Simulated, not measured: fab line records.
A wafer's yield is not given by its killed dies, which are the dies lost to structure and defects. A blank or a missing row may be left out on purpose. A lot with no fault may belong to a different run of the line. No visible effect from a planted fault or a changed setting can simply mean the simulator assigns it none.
fab line records / flow n5_finfet
[record] lots = 4 wafers = 12 last_day = 17
route steps=1938 shown SD_EPI_P@318 SD_ACTIVATION@330 ILD0@335 SDB@347 BEOL_M4@1111 PASSIVATION@1936
lots that met no fault: taken from a fault-free run of the same line
start_h: the number of hours between the record's first day and the start of the first shown wafer of the lot / wait_h: how many hours have passed since the lot's step before this one / " unchanged from the row above / L1.1+2: several wafers, shown together as one row / - value missing, or start not given / * or withheld: withheld / < > ~ a bound
route shown NAME@n: a module of which the file shows steps, and the number in the route of the first / usual: mean and standard deviation over wafers with no fault / same: alike in all rows / chamber/n: place in a boat / sites: the reading at each site / _std_site: standard deviation of those values / _edge_site: outer sites' mean less inner sites' / radius_mm: how far each site lies from the wafer's centre / mask NAME#n: copy n / behind: the last tool/chamber to shape the wafer / hold: why the lot went on hold/how many hours it stayed there/how the hold came to an end / device: names the non-switching transistor (n, p or np) / end of line: the same wafers' tests at the end of the route / a step without rows: its recipe alone / killed: dies lost to structure and defects at the first sort, not the wafer's yield / map: shows each die of a wafer: x if killed, . if not, _ if none is there
set.NAME: the run value of the setting; set.NAME@STEP: its run value at that earlier step / model.NAME: the simulator's own value behind a step, which no gauge read
lots at some steps of the route; a table a step, a row a wafer
services: when a tool's chamber went out of use (start_h, in hours from the record's first day, below 0 if earlier), for how many hours, and the reason
[[steps]]
[step N5_SD_EPI_P_SRD_20]
[recipe] dry = ipa_marangoni do_ppb = 5 time_s = 30 temp_c = 23 rinse_liquid = diw
[step N5_SD_EPI_P_PRECLEAN_51]
[recipe] chemistry = NF3:NH3 afs_cycles = 1 temp_c = 30 time_s = 20 sublimation_temp_c = 180 sublimation_time_s = 60 pressure_torr = 3 rf_power_w = 30
[step N5_SD_EPI_P_VAPOR_ETCH_44]
[recipe] chemistry = NF3/Ar target = SiGe30 temp_c = 25 time_s = 3.3 mode = isotropic
[step N5_SD_EPI_P_EPI_21]
[recipe] material = SiGe:B dopant = B temp_c = 550 pressure_torr = 20 ambient = H2 time_s = 355
[step N5_SD_EPI_P_HM_STRIP_48]
[recipe] chemistry = H3PO4 temp_c = 160 material = SiNx target = SiNx target_depth_a = 30 overetch_fraction = 0.3
[step N5_SD_EPI_P_SRD_49]
[recipe] dry = ipa_marangoni time_s = 30 temp_c = 23 rinse_liquid = diw
[step N5_SD_EPI_P_PRECLEAN_24]
[recipe] chemistry = O3/DIW time_s = 45 temp_c = 22 o3_ppm = 10
[step N5_SD_EPI_P_PRECLEAN_32]
[recipe] chemistry = dHF time_s = 10 dilution = 500:1 temp_c = 25
[step N5_SD_EPI_P_PRECLEAN_33]
[recipe] chemistry = SC2 time_s = 45 temp_c = 35 mix = 1:1:50
[step N5_SD_EPI_P_SRD_25]
[recipe] time_s = 30 temp_c = 23 rinse_liquid = diw dry = ipa_marangoni
[step N5_SD_ACTIVATION_RTA_00]
[recipe] temp_c = 975 time_s = 0 ambient = N2 idle_temp_c = 600 ramp_up_c_per_s = 150 ramp_down_c_per_s = 60 cool_to_c = 600
[usual] lamp_power_pct = 8.96/0.049 lamp_zone_1_pct = 8.950/0.028 lamp_zone_2_pct = 8.948/0.028 lamp_zone_3_pct = 8.951/0.026 lamp_zone_4_pct = 8.952/0.024 lamp_zone_5_pct = 8.953/0.026 lamp_zone_6_pct = 8.874/0.027 lamp_zone_7_pct = 9.350/0.029 wafer_temp_C_max = 975.1/2
lot.wafer=L389.1 tool=rtp_anneal-02 chamber=0 start_h=68.93 wait_h=0.0 lamp_power_pct=8.96 lamp_zone_1_pct=8.896 lamp_zone_2_pct=8.957 lamp_zone_3_pct=8.965 lamp_zone_4_pct=8.937 lamp_zone_5_pct=8.966 lamp_zone_6_pct=8.839 lamp_zone_7_pct=9.317 wafer_temp_C_max=975.9
lot.wafer=L389.3 tool=rtp_anneal-02 chamber=0 start_h=68.93 wait_h=0.0 lamp_power_pct=8.99 lamp_zone_1_pct=8.987 lamp_zone_2_pct=8.938 lamp_zone_3_pct=8.921 lamp_zone_4_pct=8.959 lamp_zone_5_pct=8.945 lamp_zone_6_pct=8.886 lamp_zone_7_pct=9.312 wafer_temp_C_max=972.8
lot.wafer=L389.6 tool=rtp_anneal-02 chamber=0 start_h=68.93 wait_h=0.0 lamp_power_pct=9.02 lamp_zone_1_pct=8.960 lamp_zone_2_pct=8.928 lamp_zone_3_pct=8.966 lamp_zone_4_pct=8.950 lamp_zone_5_pct=8.960 lamp_zone_6_pct=8.899 lamp_zone_7_pct=9.336 wafer_temp_C_max=972.3
lot.wafer=L395.1 tool=rtp_anneal-02 chamber=0 start_h=108.01 wait_h=0.1 lamp_power_pct=9.38 lamp_zone_1_pct=9.361 lamp_zone_2_pct=9.310 lamp_zone_3_pct=9.296 lamp_zone_4_pct=9.333 lamp_zone_5_pct=9.364 lamp_zone_6_pct=9.238 lamp_zone_7_pct=9.733 wafer_temp_C_max=974.3
lot.wafer=L395.5 tool=rtp_anneal-02 chamber=0 start_h=108.01 wait_h=0.1 lamp_power_pct=9.31 lamp_zone_1_pct=9.281 lamp_zone_2_pct=9.303 lamp_zone_3_pct=9.342 lamp_zone_4_pct=9.330 lamp_zone_5_pct=9.318 lamp_zone_6_pct=9.223 lamp_zone_7_pct=9.731 wafer_temp_C_max=973.6
lot.wafer=L395.6 tool=rtp_anneal-02 chamber=0 start_h=108.01 wait_h=0.1 lamp_power_pct=9.26 lamp_zone_1_pct=9.349 lamp_zone_2_pct=9.323 lamp_zone_3_pct=9.270 lamp_zone_4_pct=9.292 lamp_zone_5_pct=9.353 lamp_zone_6_pct=9.222 lamp_zone_7_pct=9.732 wafer_temp_C_max=972.9
lot.wafer=L397.4 tool=rtp_anneal-02 chamber=0 start_h=119.69 wait_h=0.1 lamp_power_pct=9.37 lamp_zone_1_pct=9.370 lamp_zone_2_pct=9.306 lamp_zone_3_pct=9.334 lamp_zone_4_pct=9.299 lamp_zone_5_pct=9.328 lamp_zone_6_pct=9.239 lamp_zone_7_pct=9.723 wafer_temp_C_max=974.9
lot.wafer=L397.5 tool=rtp_anneal-02 chamber=0 start_h=119.69 wait_h=0.1 lamp_power_pct=9.34 lamp_zone_1_pct=9.278 lamp_zone_2_pct=9.324 lamp_zone_3_pct=9.343 lamp_zone_4_pct=9.341 lamp_zone_5_pct=9.350 lamp_zone_6_pct=9.264 lamp_zone_7_pct=9.739 wafer_temp_C_max=970.1
lot.wafer=L397.6 tool=rtp_anneal-02 chamber=0 start_h=119.69 wait_h=0.1 lamp_power_pct=9.41 lamp_zone_1_pct=9.288 lamp_zone_2_pct=9.368 lamp_zone_3_pct=9.321 lamp_zone_4_pct=9.261 lamp_zone_5_pct=9.325 lamp_zone_6_pct=9.244 lamp_zone_7_pct=9.725 wafer_temp_C_max=973.6
lot.wafer=L409.1 tool=rtp_anneal-01 chamber=0 start_h=194.55 wait_h=0.0 lamp_power_pct=8.89 lamp_zone_1_pct=8.965 lamp_zone_2_pct=8.964 lamp_zone_3_pct=8.942 lamp_zone_4_pct=8.918 lamp_zone_5_pct=8.953 lamp_zone_6_pct=8.813 lamp_zone_7_pct=9.383 wafer_temp_C_max=972.8
lot.wafer=L409.4 tool=rtp_anneal-01 chamber=0 start_h=194.55 wait_h=0.0 lamp_power_pct=8.91 lamp_zone_1_pct=8.910 lamp_zone_2_pct=8.978 lamp_zone_3_pct=8.911 lamp_zone_4_pct=8.969 lamp_zone_5_pct=8.945 lamp_zone_6_pct=8.908 lamp_zone_7_pct=9.348 wafer_temp_C_max=974.4
lot.wafer=L409.6 tool=rtp_anneal-01 chamber=0 start_h=194.55 wait_h=0.0 lamp_power_pct=8.95 lamp_zone_1_pct=8.941 lamp_zone_2_pct=8.935 lamp_zone_3_pct=8.954 lamp_zone_4_pct=8.953 lamp_zone_5_pct=8.944 lamp_zone_6_pct=8.858 lamp_zone_7_pct=9.382 wafer_temp_C_max=978.9
[step N5_SD_ACTIVATION_LSA_01]
[recipe] temp_c = 1080 time_s = 0.0008 ambient = N2
[step N5_ILD0_LINER_00]
[recipe] material = SiNx target_thk_a = 40 temp_c = 400 ald_precursor_family = SiH2I2 ald_co_reactant = N2/H2-plasma pulse_time_s = 1 purge_time_s = 2 co_reactant_purge_time_s = 2 ald_cycles = 80 pressure_torr = 2
[step N5_ILD0_FCVD_FILL_01]
[recipe] material = SiO2_flowable target_thk_a = 2000 temp_c = 100 pressure_torr = 0.8 rf_w = 2000 time_s = 328.3
[step N5_ILD0_CURE_02]
[recipe] temp_c = 450 time_s = 1800 ambient = steam idle_temp_c = 400 ramp_up_c_per_min = 5 ramp_down_c_per_min = 3 densification_p_h2o_torr = 640
[step N5_ILD0_CMP_03]
[recipe] stop_on = SiNx t_overpolish_s = 1.9 post_cmp_clean = alkaline_brush down_force_psi = 4.1491 platen_rpm = 51.796 pad_velocity_m_s = 1.0306 target_thk_nm = 197.38
[step N5_ILD0_CMP_07]
[recipe] stop_on = poly-Si material = SiO2_flowable t_overpolish_s = 1.18 post_cmp_clean = alkaline_brush down_force_psi = 4.1491 platen_rpm = 51.796 pad_velocity_m_s = 1.0306 target_thk_nm = 138.88
[step N5_ILD0_PRECLEAN_10]
[recipe] chemistry = NF3:NH3 afs_cycles = 5 time_s = 20 temp_c = 30 sublimation_temp_c = 180 sublimation_time_s = 60 pressure_torr = 3 rf_power_w = 30
[step N5_ILD0_ALD_15]
[recipe] material = SiNx target_thk_a = 240 temp_c = 400 ald_precursor_family = SiH2I2 ald_co_reactant = N2/H2-plasma pulse_time_s = 1 ald_cycles = 480 purge_time_s = 2 co_reactant_purge_time_s = 2 pressure_torr = 2
[step N5_ILD0_CMP_12]
[recipe] stop_on = poly-Si material = SiNx t_overpolish_s = 6 post_cmp_clean = alkaline_brush down_force_psi = 2.5 platen_rpm = 51.8 pad_velocity_m_s = 1.0307 target_thk_nm = 17.67
[step N5_SDB_HM_DEP_00]
[recipe] material = SiNx target_thk_a = 400 temp_c = 400 precursor = SiH4/NH3/N2 pressure_torr = 1.5 rf_w = 300 time_s = 35.3
[step N5_SDB_COAT_03]
[recipe] resist = SOC temp_c = 250 time_s = 60 spin_rpm = 1500 resist_thk_nm = 100
[step N5_SDB_COAT_04]
[recipe] resist = SiARC temp_c = 220 time_s = 60 spin_rpm = 1500 resist_thk_nm = 18
[step N5_SDB_COAT_05]
[recipe] resist = CAR-ArF spin_rpm = 1500 resist_thk_nm = 90
[step N5_SDB_EBR_07]
[recipe] solvent = PGMEA ebr_width_mm = 1.5
[step N5_SDB_SOFTBAKE_06]
[recipe] temp_c = 110 time_s = 60 resist = CAR-ArF
[step N5_SDB_EXPOSE_08]
[recipe] mask_id = SDB na = 1.35 source_shape = conventional sigma_outer = 0.5 polarization = unpolarized dose_mj = 49.6
[step N5_SDB_PEB_09]
[recipe] peb_temp_c = withheld peb_time_s = 60 resist = CAR-ArF
[step N5_SDB_DEVELOP_10]
[recipe] develop_time_s = 30 developer = TMAH resist = CAR-ArF rinse_liquid = diw dry = air_spin dev_temp_c = 23
[step N5_SDB_DESCUM_16]
[recipe] chemistry = O2 time_s = 7.9 source_power_w = 50 bias_power_w = 20 pressure_mtorr = 20 rf_frequency_hz = 2.712e+07 temp_c = 40 resist = CAR-ArF o2_flow_sccm = 225
[step N5_BEOL_M4_RC_MEAS_101]
[usual] DIBL_N = 36.2/2.2 DIBL_P = 36.1/2.8 IOFF_N = 0.16/0.041 IOFF_N_85C = 3.1/0.67 IOFF_N_LIN = 0.075/0.015 IOFF_P = 0.21/0.047 IOFF_P_LIN = 0.098/0.017 ION_N = 676/16 ION_P = 463/11 REXT_N = 74.9/1.9 SS_N = 71.6/0.78 SS_P = 73.3/0.86 VT_N = 249/3.8 VT_N_LVT = 98/4 VT_P = -251/3.9
lot.wafer=L389.1 tool=prober-02 chamber=0 start_h=196.35 wait_h=0.0 DIBL_N[mV/V]=38.0 DIBL_P[mV/V]=39.1 IOFF_N[nA/um]=0.22 IOFF_N_85C[nA/um]=4.2 IOFF_N_LIN[nA/um]=0.100 IOFF_P[nA/um]=0.31 IOFF_P_LIN[nA/um]=0.135 ION_N[uA/um]=716 ION_P[uA/um]=489 REXT_N[ohm.um]=71.1 SS_N[mV/dec]=72.2 SS_P[mV/dec]=73.6 VT_N[mV]=244 VT_N_LVT[mV]=94 VT_P[mV]=-243
lot.wafer=L389.3 tool=prober-02 chamber=0 start_h=196.35 wait_h=0.0 DIBL_N[mV/V]=34.9 DIBL_P[mV/V]=35.4 IOFF_N[nA/um]=0.16 IOFF_N_85C[nA/um]=3.2 IOFF_N_LIN[nA/um]=0.078 IOFF_P[nA/um]=0.24 IOFF_P_LIN[nA/um]=0.116 ION_N[uA/um]=690 ION_P[uA/um]=479 REXT_N[ohm.um]=71.8 SS_N[mV/dec]=70.7 SS_P[mV/dec]=73.3 VT_N[mV]=248 VT_N_LVT[mV]=97 VT_P[mV]=-246
lot.wafer=L389.6 tool=prober-02 chamber=0 start_h=196.35 wait_h=0.0 DIBL_N[mV/V]=36.0 DIBL_P[mV/V]=37.2 IOFF_N[nA/um]=0.19 IOFF_N_85C[nA/um]=3.5 IOFF_N_LIN[nA/um]=0.086 IOFF_P[nA/um]=0.26 IOFF_P_LIN[nA/um]=0.121 ION_N[uA/um]=704 ION_P[uA/um]=482 REXT_N[ohm.um]=71.4 SS_N[mV/dec]=71.5 SS_P[mV/dec]=73.7 VT_N[mV]=246 VT_N_LVT[mV]=96 VT_P[mV]=-248
lot.wafer=L395.1 tool=prober-01 chamber=0 start_h=222.97 wait_h=0.0 DIBL_N[mV/V]=46.6 DIBL_P[mV/V]=42.1 IOFF_N[nA/um]=0.47 IOFF_N_85C[nA/um]=7.8 IOFF_N_LIN[nA/um]=0.181 IOFF_P[nA/um]=0.39 IOFF_P_LIN[nA/um]=0.165 ION_N[uA/um]=768 ION_P[uA/um]=504 REXT_N[ohm.um]=67.4 SS_N[mV/dec]=73.3 SS_P[mV/dec]=74.7 VT_N[mV]=232 VT_N_LVT[mV]=82 VT_P[mV]=-240
lot.wafer=L395.5 tool=prober-01 chamber=0 start_h=222.97 wait_h=0.0 DIBL_N[mV/V]=45.2 DIBL_P[mV/V]=38.7 IOFF_N[nA/um]=0.37 IOFF_N_85C[nA/um]=6.3 IOFF_N_LIN[nA/um]=0.144 IOFF_P[nA/um]=0.29 IOFF_P_LIN[nA/um]=0.133 ION_N[uA/um]=748 ION_P[uA/um]=493 REXT_N[ohm.um]=66.7 SS_N[mV/dec]=72.3 SS_P[mV/dec]=74.5 VT_N[mV]=237 VT_N_LVT[mV]=86 VT_P[mV]=-242
lot.wafer=L395.6 tool=prober-01 chamber=0 start_h=222.97 wait_h=0.0 DIBL_N[mV/V]=51.6 DIBL_P[mV/V]=43.8 IOFF_N[nA/um]=0.80 IOFF_N_85C[nA/um]=12.1 IOFF_N_LIN[nA/um]=0.222 IOFF_P[nA/um]=0.43 IOFF_P_LIN[nA/um]=0.175 ION_N[uA/um]=750 ION_P[uA/um]=488 REXT_N[ohm.um]=67.1 SS_N[mV/dec]=76.1 SS_P[mV/dec]=75.1 VT_N[mV]=230 VT_N_LVT[mV]=78 VT_P[mV]=-240
lot.wafer=L397.4 tool=prober-01 chamber=0 start_h=241.68 wait_h=0.5 DIBL_N[mV/V]=47.8 DIBL_P[mV/V]=39.0 IOFF_N[nA/um]=0.60 IOFF_N_85C[nA/um]=9.2 IOFF_N_LIN[nA/um]=0.198 IOFF_P[nA/um]=0.37 IOFF_P_LIN[nA/um]=0.154 ION_N[uA/um]=742 ION_P[uA/um]=486 REXT_N[ohm.um]=65.2 SS_N[mV/dec]=75.1 SS_P[mV/dec]=74.6 VT_N[mV]=230 VT_N_LVT[mV]=78 VT_P[mV]=-240
lot.wafer=L397.5 tool=prober-01 chamber=0 start_h=241.68 wait_h=0.5 DIBL_N[mV/V]=42.1 DIBL_P[mV/V]=34.1 IOFF_N[nA/um]=0.35 IOFF_N_85C[nA/um]=5.8 IOFF_N_LIN[nA/um]=0.143 IOFF_P[nA/um]=0.25 IOFF_P_LIN[nA/um]=0.121 ION_N[uA/um]=744 ION_P[uA/um]=488 REXT_N[ohm.um]=65.1 SS_N[mV/dec]=72.5 SS_P[mV/dec]=72.3 VT_N[mV]=233 VT_N_LVT[mV]=82 VT_P[mV]=-244
lot.wafer=L397.6 tool=prober-01 chamber=0 start_h=241.68 wait_h=0.5 DIBL_N[mV/V]=44.8 DIBL_P[mV/V]=39.2 IOFF_N[nA/um]=0.47 IOFF_N_85C[nA/um]=7.6 IOFF_N_LIN[nA/um]=0.184 IOFF_P[nA/um]=0.37 IOFF_P_LIN[nA/um]=0.157 ION_N[uA/um]=747 ION_P[uA/um]=490 REXT_N[ohm.um]=67.2 SS_N[mV/dec]=73.8 SS_P[mV/dec]=74.0 VT_N[mV]=230 VT_N_LVT[mV]=78 VT_P[mV]=-241
lot.wafer=L409.1 tool=prober-02 chamber=0 start_h=316.31 wait_h=0.0 DIBL_N[mV/V]=38.7 DIBL_P[mV/V]=38.0 IOFF_N[nA/um]=0.18 IOFF_N_85C[nA/um]=3.5 IOFF_N_LIN[nA/um]=0.082 IOFF_P[nA/um]=0.22 IOFF_P_LIN[nA/um]=0.099 ION_N[uA/um]=680 ION_P[uA/um]=455 REXT_N[ohm.um]=76.4 SS_N[mV/dec]=71.5 SS_P[mV/dec]=73.2 VT_N[mV]=248 VT_N_LVT[mV]=97 VT_P[mV]=-252
lot.wafer=L409.4 tool=prober-02 chamber=0 start_h=316.31 wait_h=0.0 DIBL_N[mV/V]=39.2 DIBL_P[mV/V]=38.6 IOFF_N[nA/um]=0.19 IOFF_N_85C[nA/um]=3.7 IOFF_N_LIN[nA/um]=0.087 IOFF_P[nA/um]=0.23 IOFF_P_LIN[nA/um]=0.102 ION_N[uA/um]=674 ION_P[uA/um]=455 REXT_N[ohm.um]=77.5 SS_N[mV/dec]=72.0 SS_P[mV/dec]=73.8 VT_N[mV]=247 VT_N_LVT[mV]=96 VT_P[mV]=-251
lot.wafer=L409.6 tool=prober-02 chamber=0 start_h=316.31 wait_h=0.0 DIBL_N[mV/V]=38.2 DIBL_P[mV/V]=37.7 IOFF_N[nA/um]=0.19 IOFF_N_85C[nA/um]=3.6 IOFF_N_LIN[nA/um]=0.087 IOFF_P[nA/um]=0.21 IOFF_P_LIN[nA/um]=0.095 ION_N[uA/um]=699 ION_P[uA/um]=463 REXT_N[ohm.um]=76.6 SS_N[mV/dec]=71.2 SS_P[mV/dec]=73.4 VT_N[mV]=244 VT_N_LVT[mV]=94 VT_P[mV]=-252
[step N5_PASSIVATION_PROBE_49]
[usual] defect_limited_yield = 91.4/1.4 killed_at_M0_to_M3 = 33/10 killed_at_M4_up = 14/6.1 killed_at_contacts = 14/6.1 killed_at_front_end = 38/9.7 killed_at_other = 3.1/2.9 killed_dies = 102/17 killed_open = 67/13 killed_short = 32/8 sort_bin_4_leakage = 0.00/0.051 sort_bin_5_function = 5.1/0.94 sort_bin_6_memory = 3.2/0.68 sort_bin_8_speed = 0.02/0.17 sort_n_pass = 1078/17 sort_yield_pct = 91.3/1.5
[same] gross_dies = 1180 killed_at_back_side = 0
lot.wafer=L395.1 tool=prober-01 chamber=- start_h=330.55 wait_h=0.0 defect_limited_yield[%]=91.6 killed_at_M0_to_M3=17 killed_at_M4_up=15 killed_at_contacts=16 killed_at_front_end=47 killed_at_other=4 killed_dies=99 killed_open=65 killed_short=22 sort_bin_4_leakage[%]=39.92 sort_bin_5_function[%]=4.6 sort_bin_6_memory[%]=2.7 sort_bin_8_speed[%]=0 sort_n_pass=610 sort_yield_pct[%]=51.7
lot.wafer=L395.5 tool=prober-01 chamber=- start_h=330.75 wait_h=0.2 defect_limited_yield[%]=89.6 killed_at_M0_to_M3=26 killed_at_M4_up=12 killed_at_contacts=16 killed_at_front_end=61 killed_at_other=8 killed_dies=123 killed_open=83 killed_short=27 sort_bin_4_leakage[%]=5.42 sort_bin_5_function[%]=5.2 sort_bin_6_memory[%]=4.2 sort_bin_8_speed[%]=0 sort_n_pass=993 sort_yield_pct[%]=84.2
lot.wafer=L395.6 tool=prober-01 chamber=- start_h=330.80 wait_h=0.3 defect_limited_yield[%]=92.7 killed_at_M0_to_M3=27 killed_at_M4_up=13 killed_at_contacts=13 killed_at_front_end=30 killed_at_other=3 killed_dies=86 killed_open=64 killed_short=22 sort_bin_4_leakage[%]=92.63 sort_bin_5_function[%]=4.2 sort_bin_6_memory[%]=2.8 sort_bin_8_speed[%]=0 sort_n_pass=1 sort_yield_pct[%]=0.1
lot.wafer=L397.4 tool=prober-02 chamber=- start_h=352.26 wait_h=0.2 defect_limited_yield[%]=89.9 killed_at_M0_to_M3=35 killed_at_M4_up=14 killed_at_contacts=22 killed_at_front_end=45 killed_at_other=3 killed_dies=119 killed_open=87 killed_short=31 sort_bin_4_leakage[%]=70.42 sort_bin_5_function[%]=5.9 sort_bin_6_memory[%]=3.8 sort_bin_8_speed[%]=0 sort_n_pass=230 sort_yield_pct[%]=19.5
lot.wafer=L397.5 tool=prober-02 chamber=- start_h=352.31 wait_h=0.2 defect_limited_yield[%]=89.6 killed_at_M0_to_M3=37 killed_at_M4_up=14 killed_at_contacts=31 killed_at_front_end=41 killed_at_other=0 killed_dies=123 killed_open=86 killed_short=36 sort_bin_4_leakage[%]=1.69 sort_bin_5_function[%]=6.4 sort_bin_6_memory[%]=3.6 sort_bin_8_speed[%]=0 sort_n_pass=1037 sort_yield_pct[%]=87.9
lot.wafer=L397.6 tool=prober-02 chamber=- start_h=352.36 wait_h=0.3 defect_limited_yield[%]=91.1 killed_at_M0_to_M3=24 killed_at_M4_up=24 killed_at_contacts=20 killed_at_front_end=37 killed_at_other=0 killed_dies=105 killed_open=68 killed_short=34 sort_bin_4_leakage[%]=29.75 sort_bin_5_function[%]=4.9 sort_bin_6_memory[%]=3.6 sort_bin_8_speed[%]=0 sort_n_pass=724 sort_yield_pct[%]=61.4
// killed by level:class
L395.1 MOL_CONTACT_COAG:geometric_particle:open=14 STI_FIN_REVEAL:geometric_particle:open=13 HKMG_FIN:area_etch=10 DUMMY_GATE:geometric_particle:open=8 BEOL_M0_SAQP:geometric_particle:short=5 BEOL_M0_SAQP:geometric_particle:open=5 BEOL_M4:geometric_particle:open=5 STI_FIN_REVEAL:geometric_particle:short=4
L395.5 STI_FIN_REVEAL:geometric_particle:open=17 MOL_CONTACT_COAG:geometric_particle:open=15 HKMG_FIN:area_etch=12 DUMMY_GATE:geometric_particle:open=8 BEOL_M2:geometric_particle:open=8 BEOL_M0_SAQP:geometric_particle:open=7 BEOL_M0_SAQP:geometric_particle:short=5 STI_FIN_REVEAL:geometric_particle:short=4
L395.6 STI_FIN_REVEAL:geometric_particle:open=18 BEOL_M2:geometric_particle:open=9 MOL_CONTACT_COAG:geometric_particle:open=7 MOL_CONTACT_COAG:geometric_particle:short=6 BEOL_M0:geometric_particle:open=5 DUMMY_GATE:geometric_particle:open=4 BEOL_M0_SAQP:geometric_particle:open=4 BEOL_M4:geometric_particle:open=4
L397.4 MOL_CONTACT_COAG:geometric_particle:open=19 BEOL_M1:geometric_particle:open=12 GATE_CUT:geometric_particle:open=9 FIN_SAQP:geometric_particle:open=8 FIN_SAQP:geometric_particle:short=7 BEOL_M3:geometric_particle:open=7 DUMMY_GATE:geometric_particle:open=6 BEOL_M2:geometric_particle:open=5
L397.5 MOL_CONTACT_COAG:geometric_particle:open=22 STI_FIN_REVEAL:geometric_particle:open=12 FIN_SAQP:geometric_particle:short=10 DUMMY_GATE:geometric_particle:open=9 MOL_CONTACT_COAG:geometric_particle:short=9 BEOL_M0_SAQP:geometric_particle:open=7 BEOL_M3:geometric_particle:open=6 BEOL_M4:geometric_particle:open=5
L397.6 MOL_CONTACT_COAG:geometric_particle:open=17 STI_FIN_REVEAL:geometric_particle:open=10 FIN_SAQP:geometric_particle:short=9 BEOL_M4:geometric_particle:open=8 BEOL_M2:geometric_particle:open=7 BEOL_M0_SAQP:geometric_particle:open=6 BEOL_M4:geometric_particle:short=6 STI_FIN_REVEAL:geometric_particle:short=4
// map L395.5 (x killed, . not)
_________________......x.....________________
______________.................._____________
___________..........x......x....x.__________
__________.........x......x........._________
________..........x..........x.x..x..._______
_______...........................x....______
______......x..........xx.....x......x.._____
_____..........x.........................____
____..x......x...........x..........x.....___
___..........x.....x..x.................x..__
___..x......x.......................x......__
__.x.......x..x.x.......xxx....x.........x.._
__..........x..x..x................x........_
_.......x...x.........x......................
_.x............x......x.........x..x.........
_x.....x...xx.......x..x.........x....x..x...
_.....................x...x...x.x............
_.....x..x...x...................x..x........
_.x.................x.x.........x..x.x...x...
_.x.........x............................x.x.
_.x..............x.............x........x..x.
__...........................x..x..........._
__..x...........x...............x..........._
___...x..........x......x..x.....x.........__
___x......................................x__
____...........x........................x.___
_____.x...................x......x.......____
______..........................x...x..._____
_______x...............x.........x.....______
________........................x.x..._______
__________x..x.x...................._________
___________x.....x...x.x.....x.....__________
______________.x....x....xx...xx_____________
_________________........x..x________________
// map L397.5 (x killed, . not)
_________________.......x....________________
______________.x.x........x....._____________
___________....x..x.............x..__________
__________...........x.............._________
________.x................x........x.._______
_______........................x.x.....______
______........x..x................xx...x_____
_____.............................x......____
____...........x......x...................___
___.x...........xx.x..xx..x................__
___.........x.x..x.............x...........__
__................x................x........_
__.....x......x.x..............x......x....._
_..x.x...........xx...........x..............
_.....x......................................
_............x................x.x.........x..
_..........xx....x......x.x..x...............
_......................x...xx.....x..x....x..
_........x.x..................x...x..........
_.x...x..x..............x..x...x.............
_...x......x.....xx.x........x...............
__..............x...........x.....x........._
__.x.............xxx...........x...........x_
___.x.......x........x.....................__
___........xx.........x.x..........x.....x.__
____.x............................x.....x.___
_____.....x.x.............x.x............____
______.....x..x...x...............x...x._____
_______.............x..x......x....x.x.______
________.x.......x.x..............x..._______
__________.....x................x..._________
___________x............x...x......__________
______________...........x......_____________
_________________..x.........________________
[[services]]
tool=rtp_anneal-02 chamber=- start_h=112.97 hours=3.1 kind=pm
[[key]]
[first_sign] step = N5_SD_ACTIVATION_RTA_00 reading = lamp_zone_5_pct direction = up sigmas = 15 usual = * struck = *
[effect] step = N5_SD_ACTIVATION_RTA_00 reading = lamp_zone_4_pct direction = up sigmas = 15 usual = * struck = *
[effect] step = N5_BEOL_M4_RC_MEAS_101 reading = IOFF_N direction = up sigmas = 8.4 usual = 0.16 struck = 0.51
[effect] step = N5_BEOL_M4_RC_MEAS_101 reading = IOFF_N_85C direction = up sigmas = 7.4 usual = 3.1 struck = 8.1
[effect] step = N5_BEOL_M4_RC_MEAS_101 reading = IOFF_N_LIN direction = up sigmas = 6.8 usual = 0.075 struck = 0.179
[effect] step = N5_BEOL_M4_RC_MEAS_101 reading = VT_N direction = down sigmas = 4.6 usual = 249 struck = 232
[effect] step = N5_BEOL_M4_RC_MEAS_101 reading = ION_N direction = up sigmas = 4.5 usual = 676 struck = 750
[effect] step = N5_BEOL_M4_RC_MEAS_101 reading = REXT_N direction = down sigmas = 4.5 usual = 74.9 struck = 66.5
[effect] step = N5_BEOL_M4_RC_MEAS_101 reading = DIBL_N direction = up sigmas = 4.5 usual = 36.2 struck = 46.3
[effect] step = N5_BEOL_M4_RC_MEAS_101 reading = VT_N_LVT direction = down sigmas = 4.3 usual = 98 struck = 81
[effect] step = N5_BEOL_M4_RC_MEAS_101 reading = IOFF_P_LIN direction = up sigmas = 3.1 usual = 0.098 struck = 0.151 wafers_moved = 4
[effect] step = N5_BEOL_M4_RC_MEAS_101 reading = IOFF_P direction = up sigmas = 3 usual = 0.21 struck = 0.35 wafers_moved = 4
[effect] step = N5_BEOL_M4_RC_MEAS_101 reading = SS_N direction = up sigmas = 2.9 usual = 71.6 struck = 73.8
[effect] step = N5_PASSIVATION_PROBE_49 reading = sort_bin_4_leakage direction = up sigmas = 99+ usual = 0.00 struck = 39.97
met_at N5_SD_ACTIVATION_RTA_00
struck_wafers L395.1,L395.5,L395.6,L397.4,L397.5,L397.6
[baseline_loss] step = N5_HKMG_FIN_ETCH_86 wafers = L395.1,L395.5
onset_between 68.93 108.01
[fault] kind = process_parameter_drift tool = rtp_anneal-02 chamber = - onset_h = 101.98 steps = N5_SD_ACTIVATION_RTA_00 channel = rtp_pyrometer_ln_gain offset = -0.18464 shape = step end_h = 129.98
// baseline_loss: these wafers lose ten dies or more at that step, a loss of the line's own and not of a fault; the sort's usual values leave them out
